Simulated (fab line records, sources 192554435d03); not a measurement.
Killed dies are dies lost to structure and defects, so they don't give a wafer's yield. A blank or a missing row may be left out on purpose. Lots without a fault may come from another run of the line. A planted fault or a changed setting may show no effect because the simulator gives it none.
Chamber matching | flow n5_finfet | N5_HKMG_FIN_ALD_91 on ald_metal-02: 4 sister chambers
The step deposits TiN, target thk 1 nm, pulse time 1 s, purge time 3 s. 36 wafers are shown with their chamber, then 12 later ones without.

WAFERS WITH THEIR CHAMBER
wafer  | chamber | heater_power_w (W) | precursor_pulse_height_rel
L074.1 | 2       | 859                | 1.040
L074.2 | 3       | 931                | 1.006
L074.4 | 1       | 821                | 0.994
L075.3 | 2       | 853                | 1.001
L075.4 | 0       | 820                | 0.965
L075.6 | 2       | 861                | 1.022
L078.2 | 3       | 933                | 0.960
L078.3 | 1       | 866                | 0.994
L078.5 | 3       | 926                | 1.004
L079.1 | 1       | 880                | 0.974
L079.2 | 0       | 808                | 1.034
L079.6 | 1       | 863                | 0.982
L080.1 | 1       | 869                | 1.028
L080.2 | 2       | 861                | 0.989
L080.4 | 0       | 838                | 1.017
L081.2 | 2       | 848                | 1.004
L081.3 | 3       | 942                | 1.031
L081.6 | 3       | 935                | 1.005
L084.2 | 2       | 854                | 1.042
L084.4 | 1       | 881                | 1.013
L084.5 | 0       | 833                | 1.023
L087.1 | 1       | 851                | 1.012
L087.4 | 2       | 857                | 1.012
L087.5 | 3       | 930                | 0.978
L089.1 | 2       | 851                | 1.015
L089.2 | 1       | 884                | 1.002
L089.3 | 0       | 829                | 1.016
L089.4 | 3       | 920                | 1.002
L089.5 | 2       | 834                | 0.977
L089.6 | 3       | 951                | 0.947
L091.2 | 0       | 841                | 1.034
L091.3 | 3       | 935                | 1.005
L091.5 | 0       | 834                | 1.014
L093.1 | 3       | 935                | 0.988
L093.5 | 2       | 852                | 0.976
L093.6 | 3       | 929                | 1.000

SIGNATURES (means of the wafers above)
reading                    | chamber 0 | chamber 1 | chamber 2 | chamber 3 | scatter within a chamber
heater_power_w             | 829.00    | 864.38    | 853.00    | 933.36    | 12.5
precursor_pulse_height_rel | 1.01471   | 0.99987   | 1.00780   | 0.99327   | 0.0223
Rule: a wafer's distance from a chamber is the root of the sum, over the readings, of the square of ((its reading less the chamber's mean) divided by the reading's scatter). The wafer belongs to the nearest chamber; if the next one is less than 2 further off, it can't be placed. The scatter: the root of (the sum of the squares of (reading less its chamber's mean) over the shown wafers, divided by (wafers less chambers)).

WAFERS WITHOUT THEIR CHAMBER
wafer  | heater_power_w (W) | precursor_pulse_height_rel
L094.2 | 876                | 0.968
L094.4 | 925                | 0.983
L094.6 | 816                | 0.988
L095.1 | 840                | 1.009
L095.2 | 863                | 1.024
L095.3 | 933                | 1.026
L095.4 | 845                | 1.014
L095.5 | 941                | 0.997
L095.6 | 817                | 0.967
L097.2 | 948                | 1.031
L097.3 | 840                | 0.976
L097.4 | 841                | 0.963

WHICH CHAMBER EACH WENT THROUGH
wafer  | from the rows above          | in truth
L094.2 | can't be placed: 1 or 2      | 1
L094.4 | 3                            | 3
L094.6 | can't be placed: 0 or 2      | 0
L095.1 | can't be placed: 0 or 2 or 1 | 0
L095.2 | can't be placed: 2 or 1 or 0 | 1
L095.3 | 3                            | 3
L095.4 | can't be placed: 2 or 0 or 1 | 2
L095.5 | 3                            | 3
L095.6 | can't be placed: 0 or 2 or 1 | 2
L097.2 | 3                            | 3
L097.3 | can't be placed: 2 or 0 or 1 | 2
L097.4 | can't be placed: 2 or 1 or 0 | 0
Placed correctly: 4 of 12. Can't be placed from these rows: 8 (the true chamber is among the candidates in 8). Placed wrongly: 0.
